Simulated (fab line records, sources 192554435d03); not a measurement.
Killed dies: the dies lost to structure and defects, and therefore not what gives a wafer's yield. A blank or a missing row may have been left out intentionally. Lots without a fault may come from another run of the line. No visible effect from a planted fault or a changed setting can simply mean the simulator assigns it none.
Split-lot study :: flow n5_finfet :: 7 lots, 21 wafers read, on a route of 1938 steps

## THE SPLIT
At N5_BEOL_M13_EXPOSE_07 (exposes mask V12), the setting dose_mj was moved away from the recipe's 24.8 on 6 of the 21 wafers read, by -6.9% to +6.9%. The other wafers ran this setting at the recipe's value.

## FROM THE SPLIT TO THE READING: what the file shows between them, 9 steps
- N5_BEOL_M13_PEB_08: peb time 90 s
- N5_BEOL_M13_DEVELOP_09: develop time 45 s
- N5_BEOL_M13_HARDBAKE_14: time 120 s
- N5_BEOL_M13_CD_MEAS_10: target cd 190 nm
- N5_BEOL_M13_DESCUM_15: chemistry O2, time 7.9 s (also split here: time_s)
- N5_BEOL_M13_ETCH_59: etches BARC in N2/H2, target depth 89 nm, overetch 26.7 nm, time 67.9 s
- N5_BEOL_M13_VIA_ETCH_16: etches SiOC in C4F8/O2/Ar, target depth 921.7 nm
- N5_BEOL_M13_STRIP_71: strips in post etch residue remover, time 60 s
- N5_BEOL_M13_SRD_72: time 30 s, dry time 30 s

## THE READING
At N5_BEOL_M13_CD_MEAS_17: cd_nm in nanometres, against a target cd of 190 nm. Fault-free wafers of this fab line usually give 191.2 nm, standard deviation 2 nm.

wafer: L074.3
tool, chamber at the split: krf_scanner-01, 0
dose_mj as run: 24.8
against the recipe: recipe
cd_nm, nm: 189.4
against lot-mates on the recipe: -

wafer: L074.4
tool, chamber at the split: krf_scanner-01, 0
dose_mj as run: 24.8
against the recipe: recipe
cd_nm, nm: 190.9
against lot-mates on the recipe: -

wafer: L074.6
tool, chamber at the split: krf_scanner-01, 0
dose_mj as run: 24.8
against the recipe: recipe
cd_nm, nm: 190.7
against lot-mates on the recipe: -

wafer: L082.3
tool, chamber at the split: krf_scanner-02, 0
dose_mj as run: 26.5
against the recipe: +6.9%
cd_nm, nm: 197.1
against lot-mates on the recipe: +8.1

wafer: L082.4
tool, chamber at the split: krf_scanner-02, 0
dose_mj as run: 26.5
against the recipe: +6.9%
cd_nm, nm: 200.1
against lot-mates on the recipe: +11.1

wafer: L082.5
tool, chamber at the split: krf_scanner-02, 0
dose_mj as run: 24.8
against the recipe: recipe
cd_nm, nm: 189.0
against lot-mates on the recipe: -

wafer: L084.2
tool, chamber at the split: krf_scanner-01, 0
dose_mj as run: 24.8
against the recipe: recipe
cd_nm, nm: 191.2
against lot-mates on the recipe: -

wafer: L084.5
tool, chamber at the split: krf_scanner-01, 0
dose_mj as run: 24.8
against the recipe: recipe
cd_nm, nm: 190.4
against lot-mates on the recipe: -

wafer: L084.6
tool, chamber at the split: krf_scanner-01, 0
dose_mj as run: 24.8
against the recipe: recipe
cd_nm, nm: 190.6
against lot-mates on the recipe: -

wafer: L087.2
tool, chamber at the split: krf_scanner-02, 0
dose_mj as run: 24.8
against the recipe: recipe
cd_nm, nm: 193.3
against lot-mates on the recipe: -

wafer: L087.3
tool, chamber at the split: krf_scanner-02, 0
dose_mj as run: 23.91
against the recipe: -3.6%
cd_nm, nm: 188.7
against lot-mates on the recipe: -4.6

wafer: L087.4
tool, chamber at the split: krf_scanner-02, 0
dose_mj as run: 23.91
against the recipe: -3.6%
cd_nm, nm: 188.9
against lot-mates on the recipe: -4.4

wafer: L089.3
tool, chamber at the split: krf_scanner-01, 0
dose_mj as run: 23.09
against the recipe: -6.9%
cd_nm, nm: 183.7
against lot-mates on the recipe: -7.9

wafer: L089.4
tool, chamber at the split: krf_scanner-01, 0
dose_mj as run: 23.09
against the recipe: -6.9%
cd_nm, nm: 184.2
against lot-mates on the recipe: -7.4

wafer: L089.6
tool, chamber at the split: krf_scanner-01, 0
dose_mj as run: 24.8
against the recipe: recipe
cd_nm, nm: 191.6
against lot-mates on the recipe: -

wafer: L096.1
tool, chamber at the split: krf_scanner-01, 0
dose_mj as run: 24.8
against the recipe: recipe
cd_nm, nm: 190.4
against lot-mates on the recipe: -

wafer: L096.2
tool, chamber at the split: krf_scanner-01, 0
dose_mj as run: 24.8
against the recipe: recipe
cd_nm, nm: 190.3
against lot-mates on the recipe: -

wafer: L096.6
tool, chamber at the split: krf_scanner-01, 0
dose_mj as run: 24.8
against the recipe: recipe
cd_nm, nm: 191.8
against lot-mates on the recipe: -

wafer: L097.4
tool, chamber at the split: krf_scanner-02, 0
dose_mj as run: 24.8
against the recipe: recipe
cd_nm, nm: 189.1
against lot-mates on the recipe: -

wafer: L097.5
tool, chamber at the split: krf_scanner-02, 0
dose_mj as run: 24.8
against the recipe: recipe
cd_nm, nm: 187.9
against lot-mates on the recipe: -

wafer: L097.6
tool, chamber at the split: krf_scanner-02, 0
dose_mj as run: 24.8
against the recipe: recipe
cd_nm, nm: 189.1
against lot-mates on the recipe: -

FIT RESULTS
A straight line over all 21 wafers: cd_nm changes by +1 nm for each +1% of dose_mj; r = +0.92; the points scatter about the line by 1.4 nm.
The same after taking each lot's own level away (the mean of its wafers on the recipe; 21 wafers): +1.26 nm for each +1%; r = +0.98; scatter 0.79 nm.
That fit puts the effect of the largest move of dose_mj on the reading at 8.7 nm.
Measured against the standard deviation above, the lots' own levels, which go from 188.70 to 193.30 nm, span 2.3 times it.
So the lot-to-lot level changes the slope: the two fits differ.
Check: -8.7 nm against its lot-mates is what the line predicts for one of the wafers moved furthest among these (-6.9%) when that wafer is left out of the fit. It came out at -7.9 nm against them.

## THE OTHER SPLITS THESE WAFERS WENT THROUGH
Other splits were also applied to these wafers ahead of the reading. Each is held against what the fit with the lots' levels taken away leaves over:
other split on the same wafers: N5_BEOL_M11_COAT_22 spin_rpm
wafers away from the commonest value: 7
r with cd_nm (lot level and that fit taken away): +0.18

other split on the same wafers: N5_BEOL_M13_DESCUM_15 time_s
wafers away from the commonest value: 8
r with cd_nm (lot level and that fit taken away): +0.11

## THE WHOLE CHAIN: every reading that the file lists as answering this split, in the file's order
step: N5_BEOL_M13_CD_MEAS_10
what it does: target cd 190 nm
reading: cd_nm
change (the file's fit): +1.26 nm for each +1% of the setting
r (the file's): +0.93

step: N5_BEOL_M13_CD_MEAS_17
what it does: target cd 190 nm
reading: cd_nm
change (the file's fit): +1.25 nm for each +1% of the setting
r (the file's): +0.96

## THE FILE'S OWN FIT
cd_nm changes by +1.25 nm for each +1% of dose_mj, r = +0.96.
